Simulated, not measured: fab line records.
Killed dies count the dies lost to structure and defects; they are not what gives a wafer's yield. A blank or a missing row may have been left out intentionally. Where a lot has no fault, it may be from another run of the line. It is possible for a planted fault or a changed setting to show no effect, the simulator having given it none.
Matching of chambers :: flow n5_finfet :: rie_diel-02 running N5_BEOL_M12_DESCUM_33: 4 sister chambers
The step chemistry O2, time 7.9 s. 14 wafers are shown with their chamber, then 7 later ones without.

== WAFERS, EACH WITH ITS CHAMBER ==
wafer: L076.4
chamber: 0
throttle_valve_pct (%): 20.44
drypump_motor_current_A (A): 5.6
showerhead_plenum_p_Torr (Torr): 1.98

wafer: L076.5
chamber: 1
throttle_valve_pct (%): 20.48
drypump_motor_current_A (A): 5.8
showerhead_plenum_p_Torr (Torr): 2.16

wafer: L076.6
chamber: 0
throttle_valve_pct (%): 20.42
drypump_motor_current_A (A): 5.6
showerhead_plenum_p_Torr (Torr): 1.98

wafer: L081.1
chamber: 1
throttle_valve_pct (%): 20.52
drypump_motor_current_A (A): 5.7
showerhead_plenum_p_Torr (Torr): 2.16

wafer: L081.2
chamber: 3
throttle_valve_pct (%): 20.71
drypump_motor_current_A (A): 5.6
showerhead_plenum_p_Torr (Torr): 1.99

wafer: L081.4
chamber: 0
throttle_valve_pct (%): 20.47
drypump_motor_current_A (A): 5.6
showerhead_plenum_p_Torr (Torr): 1.97

wafer: L083.2
chamber: 3
throttle_valve_pct (%): 20.71
drypump_motor_current_A (A): 5.6
showerhead_plenum_p_Torr (Torr): 1.99

wafer: L083.3
chamber: 2
throttle_valve_pct (%): 20.59
drypump_motor_current_A (A): 5.6
showerhead_plenum_p_Torr (Torr): 2.17

wafer: L083.4
chamber: 2
throttle_valve_pct (%): 20.57
drypump_motor_current_A (A): 5.6
showerhead_plenum_p_Torr (Torr): 2.17

wafer: L085.1
chamber: 2
throttle_valve_pct (%): 20.61
drypump_motor_current_A (A): 5.7
showerhead_plenum_p_Torr (Torr): 2.17

wafer: L085.2
chamber: 0
throttle_valve_pct (%): 20.07
drypump_motor_current_A (A): 5.6
showerhead_plenum_p_Torr (Torr): 2.24

wafer: L085.6
chamber: 0
throttle_valve_pct (%): 20.07
drypump_motor_current_A (A): 5.6
showerhead_plenum_p_Torr (Torr): 2.24

wafer: L086.3
chamber: 0
throttle_valve_pct (%): 20.08
drypump_motor_current_A (A): 5.6
showerhead_plenum_p_Torr (Torr): 2.24

wafer: L086.5
chamber: 2
throttle_valve_pct (%): 20.60
drypump_motor_current_A (A): 5.7
showerhead_plenum_p_Torr (Torr): 2.17

SIGNATURES (averages over the wafers above)
reading: throttle_valve_pct
chamber 0: 20.2583
chamber 1: 20.5000
chamber 2: 20.5925
chamber 3: 20.7100
scatter within a chamber: 0.144

reading: drypump_motor_current_A
chamber 0: 5.600
chamber 1: 5.750
chamber 2: 5.650
chamber 3: 5.600
scatter within a chamber: 0.0387

reading: showerhead_plenum_p_Torr
chamber 0: 2.1083
chamber 1: 2.1600
chamber 2: 2.1700
chamber 3: 1.9900
scatter within a chamber: 0.102
Rule: a wafer's distance from a chamber is the root of the sum, over the readings, of the square of ((its reading less the chamber's mean) divided by the reading's scatter). The wafer belongs to the nearest chamber; if the next one is less than 2 further off, it can't be placed. How the scatter is found: for the shown wafers, subtract from each reading the mean of its chamber, square and add these, divide the total by (wafers less chambers), then take the root.

== WAFERS MISSING THEIR CHAMBER ==
wafer: L086.6
throttle_valve_pct (%): 20.73
drypump_motor_current_A (A): 5.6
showerhead_plenum_p_Torr (Torr): 1.99

wafer: L092.1
throttle_valve_pct (%): 20.12
drypump_motor_current_A (A): 5.6
showerhead_plenum_p_Torr (Torr): 2.23

wafer: L092.2
throttle_valve_pct (%): 20.18
drypump_motor_current_A (A): 5.8
showerhead_plenum_p_Torr (Torr): 2.15

wafer: L092.5
throttle_valve_pct (%): 20.77
drypump_motor_current_A (A): 5.6
showerhead_plenum_p_Torr (Torr): 1.98

wafer: L082.1
throttle_valve_pct (%): 20.65
drypump_motor_current_A (A): 5.7
showerhead_plenum_p_Torr (Torr): 2.16

wafer: L082.3
throttle_valve_pct (%): 20.21
drypump_motor_current_A (A): 5.7
showerhead_plenum_p_Torr (Torr): 2.14

wafer: L082.6
throttle_valve_pct (%): 20.19
drypump_motor_current_A (A): 5.7
showerhead_plenum_p_Torr (Torr): 2.14

== EACH ONE'S CHAMBER ==
wafer: L086.6
from the rows above: 3
in truth: 3

wafer: L092.1
from the rows above: 0
in truth: 0

wafer: L092.2
from the rows above: 1
in truth: 1

wafer: L092.5
from the rows above: 3
in truth: 3

wafer: L082.1
from the rows above: can't be placed: 2 or 1 or 3
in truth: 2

wafer: L082.3
from the rows above: can't be placed: 1 or 0 or 2
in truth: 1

wafer: L082.6
from the rows above: can't be placed: 1 or 0 or 2
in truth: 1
4 of 7 placed correctly. Unplaceable from these rows: 3, with the true chamber sitting among the candidates in 3. Placed wrongly: 0.
